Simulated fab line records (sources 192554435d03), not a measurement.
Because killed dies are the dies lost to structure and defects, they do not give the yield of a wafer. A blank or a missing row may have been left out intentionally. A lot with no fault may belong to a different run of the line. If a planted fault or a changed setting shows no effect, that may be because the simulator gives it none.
Chamber matching :: flow n5-finfet :: 3 sister chambers for N5_BEOL_M5_PECVD_70 on pecvd-02
The step deposits SiO2 from TEOS/O2, target thk 16 nm, time 18 s. 24 wafers are shown with their chamber, then 12 later ones without.

## EACH WAFER AND ITS CHAMBER
wafer: L074.1
chamber: 2
showerhead-plenum-p-Torr (Torr): 8.91
throttle-valve-pct (%): 22.6
heater-power-w (W): 704

wafer: L074.2
chamber: 1
showerhead-plenum-p-Torr (Torr): 8.78
throttle-valve-pct (%): 25.3
heater-power-w (W): 736

wafer: L074.3
chamber: 0
showerhead-plenum-p-Torr (Torr): 8.72
throttle-valve-pct (%): 21.8
heater-power-w (W): 626

wafer: L076.1
chamber: 2
showerhead-plenum-p-Torr (Torr): 8.89
throttle-valve-pct (%): 22.6
heater-power-w (W): 778

wafer: L076.5
chamber: 2
showerhead-plenum-p-Torr (Torr): 8.89
throttle-valve-pct (%): 22.7
heater-power-w (W): 790

wafer: L076.6
chamber: 1
showerhead-plenum-p-Torr (Torr): 8.76
throttle-valve-pct (%): 25.3
heater-power-w (W): 642

wafer: L079.3
chamber: 0
showerhead-plenum-p-Torr (Torr): 8.73
throttle-valve-pct (%): 22.1
heater-power-w (W): 593

wafer: L079.4
chamber: 1
showerhead-plenum-p-Torr (Torr): 8.78
throttle-valve-pct (%): 25.5
heater-power-w (W): 665

wafer: L079.6
chamber: 0
showerhead-plenum-p-Torr (Torr): 8.73
throttle-valve-pct (%): 22.1
heater-power-w (W): 599

wafer: L080.1
chamber: 1
showerhead-plenum-p-Torr (Torr): 8.78
throttle-valve-pct (%): 25.3
heater-power-w (W): 681

wafer: L080.2
chamber: 2
showerhead-plenum-p-Torr (Torr): 8.85
throttle-valve-pct (%): 20.6
heater-power-w (W): 684

wafer: L080.6
chamber: 0
showerhead-plenum-p-Torr (Torr): 8.73
throttle-valve-pct (%): 22.2
heater-power-w (W): 638

wafer: L084.1
chamber: 1
showerhead-plenum-p-Torr (Torr): 8.78
throttle-valve-pct (%): 25.3
heater-power-w (W): 650

wafer: L084.2
chamber: 0
showerhead-plenum-p-Torr (Torr): 8.71
throttle-valve-pct (%): 22.0
heater-power-w (W): 600

wafer: L084.5
chamber: 2
showerhead-plenum-p-Torr (Torr): 8.86
throttle-valve-pct (%): 20.1
heater-power-w (W): 695

wafer: L087.1
chamber: 2
showerhead-plenum-p-Torr (Torr): 8.87
throttle-valve-pct (%): 20.4
heater-power-w (W): 807

wafer: L087.5
chamber: 0
showerhead-plenum-p-Torr (Torr): 8.71
throttle-valve-pct (%): 22.1
heater-power-w (W): 581

wafer: L087.6
chamber: 2
showerhead-plenum-p-Torr (Torr): 8.88
throttle-valve-pct (%): 20.3
heater-power-w (W): 791

wafer: L089.1
chamber: 0
showerhead-plenum-p-Torr (Torr): 8.71
throttle-valve-pct (%): 22.1
heater-power-w (W): 629

wafer: L089.2
chamber: 2
showerhead-plenum-p-Torr (Torr): 8.87
throttle-valve-pct (%): 20.1
heater-power-w (W): 815

wafer: L089.5
chamber: 0
showerhead-plenum-p-Torr (Torr): 8.73
throttle-valve-pct (%): 22.3
heater-power-w (W): 622

wafer: L092.1
chamber: 1
showerhead-plenum-p-Torr (Torr): 8.77
throttle-valve-pct (%): 25.3
heater-power-w (W): 745

wafer: L092.3
chamber: 0
showerhead-plenum-p-Torr (Torr): 8.70
throttle-valve-pct (%): 22.2
heater-power-w (W): 594

wafer: L092.5
chamber: 0
showerhead-plenum-p-Torr (Torr): 8.70
throttle-valve-pct (%): 22.5
heater-power-w (W): 587

SIGNATURES, as means of the wafers listed above
reading: showerhead-plenum-p-Torr
chamber 0: 8.7170
chamber 1: 8.7750
chamber 2: 8.8775
scatter within a chamber: 0.0143

reading: throttle-valve-pct
chamber 0: 22.140
chamber 1: 25.333
chamber 2: 21.175
scatter within a chamber: 0.715

reading: heater-power-w
chamber 0: 606.90
chamber 1: 686.50
chamber 2: 758.00
scatter within a chamber: 40.1
Rule: distance of a wafer from a chamber = root of the sum over the readings of ((wafer's reading minus chamber's mean) / reading's scatter) squared. If the next closest chamber is less than 2 further off than the closest, the wafer can't be placed; otherwise it belongs to the closest. The scatter: the root of (the sum of the squares of (reading less its chamber's mean) over the shown wafers, divided by (wafers less chambers)).

## WAFERS MISSING THEIR CHAMBER
wafer: L091.3
showerhead-plenum-p-Torr (Torr): 8.77
throttle-valve-pct (%): 25.5
heater-power-w (W): 753

wafer: L091.4
showerhead-plenum-p-Torr (Torr): 8.85
throttle-valve-pct (%): 20.5
heater-power-w (W): 714

wafer: L091.5
showerhead-plenum-p-Torr (Torr): 8.77
throttle-valve-pct (%): 25.4
heater-power-w (W): 743

wafer: L093.3
showerhead-plenum-p-Torr (Torr): 8.85
throttle-valve-pct (%): 20.6
heater-power-w (W): 814

wafer: L093.5
showerhead-plenum-p-Torr (Torr): 8.71
throttle-valve-pct (%): 22.4
heater-power-w (W): 665

wafer: L093.6
showerhead-plenum-p-Torr (Torr): 8.86
throttle-valve-pct (%): 20.3
heater-power-w (W): 823

wafer: L094.1
showerhead-plenum-p-Torr (Torr): 8.87
throttle-valve-pct (%): 20.4
heater-power-w (W): 785

wafer: L094.2
showerhead-plenum-p-Torr (Torr): 8.73
throttle-valve-pct (%): 22.4
heater-power-w (W): 626

wafer: L094.4
showerhead-plenum-p-Torr (Torr): 8.87
throttle-valve-pct (%): 20.4
heater-power-w (W): 772

wafer: L097.2
showerhead-plenum-p-Torr (Torr): 8.72
throttle-valve-pct (%): 22.3
heater-power-w (W): 681

wafer: L097.4
showerhead-plenum-p-Torr (Torr): 8.87
throttle-valve-pct (%): 20.7
heater-power-w (W): 730

wafer: L097.6
showerhead-plenum-p-Torr (Torr): 8.71
throttle-valve-pct (%): 22.5
heater-power-w (W): 663

## WHICH CHAMBER EACH WENT THROUGH
wafer: L091.3
from the rows above: 1
in truth: 1

wafer: L091.4
from the rows above: 2
in truth: 2

wafer: L091.5
from the rows above: 1
in truth: 1

wafer: L093.3
from the rows above: 2
in truth: 2

wafer: L093.5
from the rows above: 0
in truth: 0

wafer: L093.6
from the rows above: 2
in truth: 2

wafer: L094.1
from the rows above: 2
in truth: 2

wafer: L094.2
from the rows above: 0
in truth: 0

wafer: L094.4
from the rows above: 2
in truth: 2

wafer: L097.2
from the rows above: 0
in truth: 0

wafer: L097.4
from the rows above: 2
in truth: 2

wafer: L097.6
from the rows above: 0
in truth: 0
Correct placement for 12 of the 12. Number that these rows cannot place: 0. Wrongly placed: 0.
